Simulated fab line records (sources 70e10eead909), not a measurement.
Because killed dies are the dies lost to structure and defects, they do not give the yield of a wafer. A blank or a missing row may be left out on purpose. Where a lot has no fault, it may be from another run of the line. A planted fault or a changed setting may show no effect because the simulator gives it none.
Which tool is to blame? + flow nand harc + 12 lots with 36 wafers sampled at 5 steps, on a route of 1302 steps

WHAT THE GAUGES READ, wafer by wafer
NHARC_END_SORT_01. Usual: defect limited yield 92.3 %, standard deviation 2.7; killed at array 47, standard deviation 18; killed at other 0.9, standard deviation 1.1; killed at periphery 4, standard deviation 3.1; killed dies 52, standard deviation 18; killed open 3.1, standard deviation 1.5; killed short 2.4, standard deviation 1.5; sort_bin_2_pct 2.7 %, standard deviation 1.2; sort_bin_3_pct 0.6 %, standard deviation 0.38; sort_bin_4_pct 4.5 %, standard deviation 1.5; sort n pass 625, standard deviation 18; sort rim yield pct 89 %, standard deviation 4.5; sort yield pct 92.3 %, standard deviation 2.7.
| lot  | measured     | on        | defect limited yield (%) | killed at array | killed at other | killed at periphery | killed dies | killed open | killed short | sort_bin_2_pct (%) | sort_bin_3_pct (%) | sort_bin_4_pct (%) | sort n pass | sort rim yield pct (%) | sort yield pct (%) | flag |
|------|--------------|-----------|--------------------------|-----------------|-----------------|---------------------|-------------|-------------|--------------|--------------------|--------------------|--------------------|-------------|------------------------|--------------------|------|
| L536 | day 24 16:52 | prober-01 | 89.8 94.7 93.6           | 67 35 41        | 1 1 0           | 1 0 2               | 69 36 43    | 3 2 2       | 2 1 1        | 3.5 1.5 2.2        | 0.4 0.3 0.3        | 6.2 3.5 3.8        | 608 641 634 | 94 88 90               | 89.8 94.7 93.6     |      |
| L535 | day 25 00:34 | prober-02 | 92.5 93.4 93.4           | 43 38 37        | 0 1 1           | 8 6 7               | 51 45 45    | 5 5 4       | 3 2 2        | 2.4 2.7 2.2        | 0.6 0.4 0.3        | 4.6 3.5 4.1        | 626 632 632 | 84 92 93               | 92.5 93.4 93.4     |      |
| L537 | day 25 16:05 | prober-01 | 95.6 96.3 96.2           | 28 18 24        | 0 2 0           | 2 5 2               | 30 25 26    | 2 3 6       | 3 1 2        | 1.8 1.3 1.3        | 0.3 0.1 0.3        | 2.4 2.2 2.2        | 647 652 651 | 90 95 93               | 95.6 96.3 96.2     |      |
| L539 | day 26 12:44 | prober-02 | 95.9 94.5 96.0           | 26 35 24        | 0 0 0           | 2 2 3               | 28 37 27    | 2 6 1       | 3 3 1        | 1.0 1.5 1.2        | 0.4 0.4 0          | 2.7 3.5 2.8        | 649 640 650 | 95 92 94               | 95.9 94.5 96.0     |      |
| L546 | day 29 14:01 | prober-01 | 95.7 94.8 93.5           | 26 29 42        | 2 1 1           | 1 5 1               | 29 35 44    | 0 6 5       | 2 2 4        | 1.5 2.2 2.2        | 0 0.1 0.3          | 2.8 2.8 4.0        | 648 642 633 | 96 89 91               | 95.7 94.8 93.5     |      |
| L547 | day 29 14:52 | prober-02 | 92.3 92.2 92.2           | 49 51 52        | 0 0 0           | 3 2 1               | 52 53 53    | 2 4 6       | 4 5 2        | 2.2 2.1 2.5        | 0.6 0.6 0.6        | 4.9 5.2 4.7        | 625 624 624 | 86 85 88               | 92.3 92.2 92.2     |      |
| L552 | day 31 01:01 | prober-02 | 92.9 92.0 89.2           | 48 51 71        | 0 2 0           | 0 1 2               | 48 54 73    | 2 3 2       | 2 1 3        | 2.4 3.4 3.5        | 0.6 0.9 0.7        | 4.1 3.7 6.5        | 629 623 604 | 83 84 92               | 92.9 92.0 89.2     |      |
| L554 | day 32 06:06 | prober-01 | 93.1 92.3 91.3           | 44 50 57        | 2 0 0           | 1 2 2               | 47 52 59    | 0 3 5       | 2 4 1        | 2.7 2.2 3.4        | 0.6 0.3 0.7        | 3.7 5.2 4.6        | 630 625 618 | 89 90 91               | 93.1 92.3 91.3     |      |
| L553 | day 32 19:52 | prober-01 | 90.3 90.3 91.0           | 65 64 56        | 0 1 2           | 1 1 3               | 66 66 61    | 3 2 2       | 1 3 4        | 4.1 3.2 4.1        | 0.9 1.2 0.6        | 4.7 5.3 4.3        | 611 611 616 | 83 80 81               | 90.3 90.3 91.0     |      |
| L555 | day 33 06:11 | prober-02 | 91.9 92.0 91.0           | 46 49 54        | 1 4 2           | 8 1 5               | 55 54 61    | 3 6 4       | 1 2 1        | 2.8 4.3 3.5        | 0.4 0.6 0.9        | 4.9 3.1 4.6        | 622 623 616 | 89 90 86               | 91.9 92.0 91.0     |      |
| L558 | day 33 13:56 | prober-02 | 90.1 93.1 91.3           | 59 43 54        | 4 1 3           | 4 3 2               | 67 47 59    | 4 3 4       | 1 1 2        | 4.4 3.0 2.7        | 0.4 0.3 0.9        | 5.0 3.7 5.2        | 610 630 618 | 84 92 84               | 90.1 93.1 91.3     |      |
| L556 | day 33 12:17 | prober-01 | 93.8 95.6 96.0           | 36 26 24        | 1 0 0           | 5 4 3               | 42 30 27    | 2 2 4       | 1 1 4        | 1.8 0.9 1.6        | 0.4 0.4 0.1        | 4.0 3.1 2.2        | 635 647 650 | 96 95 93               | 93.8 95.6 96.0     |      |

WHAT TOOL EACH LOT RAN ON (gives the tool, then ch and the chambers of the sampled wafers, and finally the start)
| lot  | NHARC_A_M0_DEGAS_28          | NHARC_A_M0_CMP_23             | NHARC_A_M0_DEP_32               | NHARC_A_M1_ETCH_35                 |
|------|------------------------------|-------------------------------|---------------------------------|------------------------------------|
| L536 | pvd sputter-01, day 23 06:09 | cmp-03 ch 1,2,3, day 23 07:25 | pecvd-02 ch 0,2, day 23 07:58   | rie diel-05 ch 0,2, day 23 09:28   |
| L535 | pvd sputter-03, day 23 09:08 | cmp-04 ch 0,1,3, day 23 10:16 | pecvd-02 ch 1,2, day 23 10:49   | rie diel-11 ch 0,3, day 23 12:13   |
| L537 | pvd sputter-01, day 24 02:45 | cmp-04 ch 0,1,2, day 24 03:50 | pecvd-01 ch 0,1,2, day 24 04:32 | rie diel-08 ch 1,2,3, day 24 05:55 |
| L539 | pvd sputter-03, day 24 19:46 | cmp-04 ch 0,1, day 24 20:53   | pecvd-01 ch 1,2, day 24 21:29   | rie diel-11 ch 0,3, day 24 22:59   |
| L546 | pvd sputter-01, day 27 18:21 | cmp-03 ch 1,2,3, day 27 19:31 | pecvd-01 ch 0,2, day 27 20:07   | rie diel-05 ch 1,2,3, day 27 21:29 |
| L547 | pvd sputter-03, day 27 19:46 | cmp-02 ch 0,2,3, day 27 20:54 | pecvd-01 ch 0,1, day 27 21:31   | rie diel-05 ch 1,2, day 27 22:59   |
| L552 | pvd sputter-01, day 29 02:43 | cmp-02 ch 0,1,3, day 29 03:55 | pecvd-04 ch 0,1,2, day 29 04:34 | rie diel-08 ch 2,3, day 29 06:04   |
| L554 | pvd sputter-01, day 30 14:05 | cmp-02 ch 0,1, day 30 15:11   | pecvd-02 ch 0,1,2, day 30 15:49 | rie diel-11 ch 0,1,3, day 30 17:19 |
| L553 | pvd sputter-03, day 30 23:29 | cmp-02 ch 1,3, day 31 00:36   | pecvd-04 ch 1,2, day 31 01:16   | rie diel-05 ch 0,2, day 31 02:37   |
| L555 | pvd sputter-03, day 31 06:53 | cmp-03 ch 0,1,3, day 31 07:59 | pecvd-01 ch 1,2, day 31 08:36   | rie diel-11 ch 0,3, day 31 10:07   |
| L558 | pvd sputter-01, day 31 18:58 | cmp-04 ch 2,3, day 31 20:02   | pecvd-02 ch 0,1,2, day 31 20:41 | rie diel-11 ch 2,3, day 31 22:11   |
| L556 | pvd sputter-01, day 31 20:12 | cmp-02 ch 0,1, day 31 21:17   | pecvd-02 ch 0,1,2, day 31 21:54 | rie diel-08 ch 2,3, day 31 23:25   |
- NHARC_A_M0_DEGAS_28: time 60 s.
- NHARC_A_M0_CMP_23: polishes, t overpolish 20 s, target thk 113.75 nm.
- NHARC_A_M0_DEP_32: deposits SiCN, target thk 30 nm.
- NHARC_A_M1_ETCH_35: etches the open film in N2/H2, target depth 40 nm, overetch 12 nm, time 43.94 s.

AS READ BY THE TOOLS THEMSELVES (means over the sampled wafers that have a number; for cases with no such wafer, the mark the record gives instead)
NHARC_A_M0_DEGAS_28. Usual: 319 W for heater power w, sd 30.
| lot  | tool           | heater power w (W) | flag |
|------|----------------|--------------------|------|
| L536 | pvd sputter-01 | 321                |      |
| L535 | pvd sputter-03 | 296                |      |
| L537 | pvd sputter-01 | 318                |      |
| L539 | pvd sputter-03 | 298                |      |
| L546 | pvd sputter-01 | 301                |      |
| L547 | pvd sputter-03 | 352                |      |
| L552 | pvd sputter-01 | 346                |      |
| L554 | pvd sputter-01 | 319                |      |
| L553 | pvd sputter-03 | 325                |      |
| L555 | pvd sputter-03 | 296                |      |
| L558 | pvd sputter-01 | 299                |      |
| L556 | pvd sputter-01 | 300                |      |

NHARC_A_M0_CMP_23. Usual: motor current A 12.0 A, standard deviation 0.68; time to endpoint s 29.8 s, standard deviation 2.5.
| lot  | tool   | motor current A (A) | time to endpoint s (s) | flag |
|------|--------|---------------------|------------------------|------|
| L536 | cmp-03 | 11.2                | 27.8                   |      |
| L535 | cmp-04 | 12.5                | 28.1                   |      |
| L537 | cmp-04 | 13.1                | 27.0                   |      |
| L539 | cmp-04 | 12.8                | 27.7                   |      |
| L546 | cmp-03 | 11.4                | 31.1                   |      |
| L547 | cmp-02 | 11.3                | 31.6                   |      |
| L552 | cmp-02 | 12.1                | 28.7                   |      |
| L554 | cmp-02 | 12.4                | 28.9                   |      |
| L553 | cmp-02 | 12.3                | 29.1                   |      |
| L555 | cmp-03 | 11.9                | 28.7                   |      |
| L558 | cmp-04 | 12.4                | 30.4                   |      |
| L556 | cmp-02 | 11.8                | 27.4                   |      |

NHARC_A_M0_DEP_32. Usual: 593 W for heater power w, sd 110.
| lot  | tool     | heater power w (W) | flag |
|------|----------|--------------------|------|
| L536 | pecvd-02 | 618                |      |
| L535 | pecvd-02 | 632                |      |
| L537 | pecvd-01 | 514                |      |
| L539 | pecvd-01 | 462                |      |
| L546 | pecvd-01 | 574                |      |
| L547 | pecvd-01 | 611                |      |
| L552 | pecvd-04 | 589                |      |
| L554 | pecvd-02 | 604                |      |
| L553 | pecvd-04 | 534                |      |
| L555 | pecvd-01 | 505                |      |
| L558 | pecvd-02 | 645                |      |
| L556 | pecvd-02 | 602                |      |

NHARC_A_M1_ETCH_35. Usual: drypump motor current A 5.9 A, standard deviation 0.43; oes product au 0.997 a.u., standard deviation 0.011; rf vpp V 431.1 V, standard deviation 3; run length s 65.2 s, standard deviation 0.49; showerhead plenum p Torr 2.06 Torr, standard deviation 0.11; throttle valve pct 14.170 %, standard deviation 0.0085.
| lot  | tool        | drypump motor current A (A) | oes product au (a.u.) | rf vpp V (V) | run length s (s) | showerhead plenum p Torr (Torr) | throttle valve pct (%) | flag |
|------|-------------|-----------------------------|-----------------------|--------------|------------------|---------------------------------|------------------------|------|
| L536 | rie diel-05 | 6.2                         | 1.004                 | 429.7        | 65.8             | 2.00                            | 14.162                 |      |
| L535 | rie diel-11 | 6.0                         | 0.996                 | 433.9        | 65.6             | 2.19                            | 14.171                 |      |
| L537 | rie diel-08 | 5.7                         | 0.996                 | 430.3        | 65.7             | 2.04                            | 14.166                 |      |
| L539 | rie diel-11 | 6.0                         | 0.992                 | 435.5        | 65.5             | 2.19                            | 14.173                 |      |
| L546 | rie diel-05 | 5.8                         | 1.002                 | 431.0        | 61.3             | 2.07                            | 14.166                 | OFF  |
| L547 | rie diel-05 | 5.4                         | 1.002                 | 433.3        | 61.1             | 2.13                            | 14.172                 | OFF  |
| L552 | rie diel-08 | 6.0                         | 0.988                 | 431.7        | 65.4             | 2.07                            | 14.163                 |      |
| L554 | rie diel-11 | 5.9                         | 0.991                 | 432.7        | 65.0             | 2.13                            | 14.164                 |      |
| L553 | rie diel-05 | 6.3                         | 0.994                 | 428.8        | 65.6             | 1.99                            | 14.177                 |      |
| L555 | rie diel-11 | 5.7                         | 1.004                 | 434.2        | 65.0             | 2.19                            | 14.175                 |      |
| L558 | rie diel-11 | 6.2                         | 1.011                 | 431.3        | 65.5             | 2.09                            | 14.167                 |      |
| L556 | rie diel-08 | 5.9                         | 0.989                 | 431.9        | 65.2             | 2.07                            | 14.185                 |      |

THE ANSWER, worked out from the rows above alone
Rule: a lot counts as off when the mean over its wafers that have a number is more than 3 standard deviations away from the usual mean. Also off: a lot with no number at a reading for which 4 or more lots have one. All remaining lots with rows at the step are treated as sound. After the gauges, taken in route order, come the tools' own readings; for these a lot's mean is taken, as printed above. The first step at which some lot is off is used, and at that step the reading that is off furthest; a lot without a number counts as furthest.
Off: L546, L547 (NHARC_A_M1_ETCH_35, run length s).
If a tool, at that step or one of the process steps before it, ran each lot that is off and ran no sound lot following the first of them, it fits. No candidate that was tried fits.

WHAT WAS PUT IN BY THE SIMULATOR
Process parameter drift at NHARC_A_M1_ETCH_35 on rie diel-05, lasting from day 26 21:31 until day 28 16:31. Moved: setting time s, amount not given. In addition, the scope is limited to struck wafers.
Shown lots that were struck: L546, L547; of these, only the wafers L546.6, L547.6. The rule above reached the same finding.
